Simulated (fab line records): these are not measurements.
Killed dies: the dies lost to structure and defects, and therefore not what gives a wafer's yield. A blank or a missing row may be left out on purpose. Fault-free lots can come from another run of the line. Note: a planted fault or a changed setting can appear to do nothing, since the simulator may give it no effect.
Comparing a struck lot with a sound one :: flow nand harc :: 16 steps out of a route of 1302
Sound: wafers L232.1, L232.4, L232.5. Wafers L240.1, L240.5, L240.6 were the ones struck. At the end, the cause is stated.
Per side, at each step with rows, come the tool, then ch with its chambers, and then its first start. Under that, the readings that differ: sound wafers :: struck wafers :: difference of the means :: sigmas: that difference in standard deviations of wafers without a fault.
alike: readings whose means differ by less than 2 such deviations, and words and numbers that are the same on both sides. not compared: withheld readings, readings that some wafer has no value for, bounds like >300 that may hide the same value, and numbers for which the record gives no deviation and whose values overlap.
A row with sigmas, a row that says differs or no value, or rows on one side alone: a step with any of these is where the two part. When numbers do not overlap yet have no deviation, they are printed without sigmas and do not part them. A reading missing from all wafers of one side parts the sides only when that side holds two or more wafers.

NHARC_P_M2_PRE_CLEAN_30: time 30 s.
  sound on pvd sputter-03; struck on pvd sputter-02
  alike: heater power w
NHARC_P_M2_PVD_20: deposits TaN, target thk 5 nm, time 8.06 s.
  sound on pvd sputter-03; struck on pvd sputter-02
  alike: throttle valve pct
then, 4 steps without rows for these wafers: NHARC_P_M2_PVD_21 (deposits Cu, target thk 30 nm, time 20.49 s); NHARC_P_M2_ECD_22 (material Cu, target thk 400 nm); NHARC_P_M2_ANNEAL_31 (time 90 s); NHARC_P_M2_CMP_23 (polishes, t overpolish 20 s, target thk 144.3 nm).
NHARC_P_M2_THK_MEAS_24: measures by xrf.
  struck on film metro-01, day 8 17:17; sound on film metro-02, day 5 17:47
  alike: thk nm
after that, 1 step had no rows for these wafers: NHARC_P_M2_SRD_25.
NHARC_P_M2_INSPECT_27:
  struck on defect inspect-02, day 8 17:27; sound on defect inspect-01, day 5 17:56
  alike: raw defect count
NHARC_P_M2_PRE_CLEAN_32: time 12 s.
  sound on pecvd-03 ch 0,1,2, day 5 18:01; struck on pecvd-03 ch 0,2, day 8 17:32
  alike: heater power w
  not compared: since wet clean h
NHARC_P_M2_DEP_33: deposits SiCN, target thk 30 nm.
  sound on pecvd-03 ch 0,1,2, day 5 18:08; struck on pecvd-03 ch 0,2, day 8 17:41
  alike: heater power w
  not compared: since wet clean h
NHARC_P_BONDPAD_DEP_00: deposits SiCN, target thk 250 nm.
  sound on pecvd-03 ch 1,2, day 5 18:31; struck on pecvd-04 ch 0,1,2, day 8 18:41
  alike: heater power w
  not compared: since wet clean h
NHARC_P_BONDPAD_CMP_32: polishes SiCN, target thk 200 nm.
  sound on cmp-01 ch 0,1,3, day 5 18:53; struck on cmp-02 ch 0,2,3, day 8 19:11
  alike: motor current A
NHARC_P_BONDPAD_THK_MEAS_33: measures by ellipsometry.
  struck on film metro-01, day 8 19:22; sound on film metro-02, day 5 19:08
reading: thk nm (nm)
sound: 202.1 201.7 199.8
struck: 199.2 196.3 198.5
difference: -3.2
sigmas: -3
after that, 1 step had no rows for these wafers: NHARC_P_BONDPAD_SRD_34.
-- jump in the record: it breaks off in module P_BONDPAD and resumes in module END (first step shown: number 1302 of the route), and 18 days separate the struck wafers' starts before and after --
NHARC_END_SORT_01:
  at this point the record logs the struck wafers (prober-01 ch 0, day 27 06:39) and has no rows for the sound ones

WHERE THEY PART
Earliest at NHARC_P_BONDPAD_THK_MEAS_33; latest, in this record, at NHARC_END_SORT_01.

WHY: whatever the simulator had introduced
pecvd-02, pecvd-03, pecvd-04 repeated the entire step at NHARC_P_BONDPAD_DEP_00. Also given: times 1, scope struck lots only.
